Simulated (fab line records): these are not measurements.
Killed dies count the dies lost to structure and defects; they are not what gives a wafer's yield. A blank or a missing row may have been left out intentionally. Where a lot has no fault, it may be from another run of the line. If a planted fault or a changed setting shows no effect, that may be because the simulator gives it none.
Matching of chambers / flow n5-finfet / 3 sister chambers for N5_BEOL_M11_PECVD_70 on pecvd-02
The step deposits SiO2 from TEOS/O2, target thk 20 nm, time 22.7 s. 6 wafers are shown with their chamber, then 11 later ones without.

== WAFERS PAIRED WITH THEIR CHAMBERS ==
wafer=L078.5; chamber=0; throttle-valve-pct (%)=24.2; showerhead-plenum-p-Torr (Torr)=8.73
wafer=L085.5; chamber=2; throttle-valve-pct (%)=22.0; showerhead-plenum-p-Torr (Torr)=8.75
wafer=L089.3; chamber=0; throttle-valve-pct (%)=24.6; showerhead-plenum-p-Torr (Torr)=8.73
wafer=L089.4; chamber=2; throttle-valve-pct (%)=22.1; showerhead-plenum-p-Torr (Torr)=8.77
wafer=L089.6; chamber=1; throttle-valve-pct (%)=23.0; showerhead-plenum-p-Torr (Torr)=8.76
wafer=L090.4; chamber=1; throttle-valve-pct (%)=23.2; showerhead-plenum-p-Torr (Torr)=8.76

== WAFERS WITH NO CHAMBER GIVEN ==
wafer=L090.5; throttle-valve-pct (%)=24.4; showerhead-plenum-p-Torr (Torr)=8.73
wafer=L090.6; throttle-valve-pct (%)=22.1; showerhead-plenum-p-Torr (Torr)=8.72
wafer=L092.2; throttle-valve-pct (%)=24.5; showerhead-plenum-p-Torr (Torr)=8.74
wafer=L092.4; throttle-valve-pct (%)=22.9; showerhead-plenum-p-Torr (Torr)=8.80
wafer=L092.5; throttle-valve-pct (%)=24.0; showerhead-plenum-p-Torr (Torr)=8.75
wafer=L094.2; throttle-valve-pct (%)=22.9; showerhead-plenum-p-Torr (Torr)=8.75
wafer=L094.4; throttle-valve-pct (%)=22.1; showerhead-plenum-p-Torr (Torr)=8.75
wafer=L094.6; throttle-valve-pct (%)=23.9; showerhead-plenum-p-Torr (Torr)=8.75
wafer=L096.2; throttle-valve-pct (%)=21.9; showerhead-plenum-p-Torr (Torr)=8.73
wafer=L096.4; throttle-valve-pct (%)=22.9; showerhead-plenum-p-Torr (Torr)=8.77
wafer=L096.6; throttle-valve-pct (%)=24.3; showerhead-plenum-p-Torr (Torr)=8.73

== THE CHAMBER EACH PASSED THROUGH ==
wafer=L090.5; from the rows above=0; in truth=0
wafer=L090.6; from the rows above=2; in truth=2
wafer=L092.2; from the rows above=0; in truth=0
wafer=L092.4; from the rows above=can't be placed: 1 or 2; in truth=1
wafer=L092.5; from the rows above=can't be placed: 0 or 1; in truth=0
wafer=L094.2; from the rows above=1; in truth=1
wafer=L094.4; from the rows above=2; in truth=2
wafer=L094.6; from the rows above=can't be placed: 0 or 1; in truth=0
wafer=L096.2; from the rows above=2; in truth=2
wafer=L096.4; from the rows above=1; in truth=1
wafer=L096.6; from the rows above=0; in truth=0
Placed correctly: 8 of 11. Unplaceable from these rows: 3, with the true chamber sitting among the candidates in 3. Placed wrongly: 0.
How it was worked out, from the rows above alone: a wafer's distance from a chamber is the root of the sum, over the readings, of the square of ((its reading less the chamber's mean) divided by the reading's scatter). If the next closest chamber is less than 2 further off than the closest, the wafer can't be placed; otherwise it belongs to the closest. For every chamber, the mean is computed from those of its wafers that are shown. How the scatter is found: for the shown wafers, subtract from each reading the mean of its chamber, square and add these, divide the total by (wafers less chambers), then take the root.
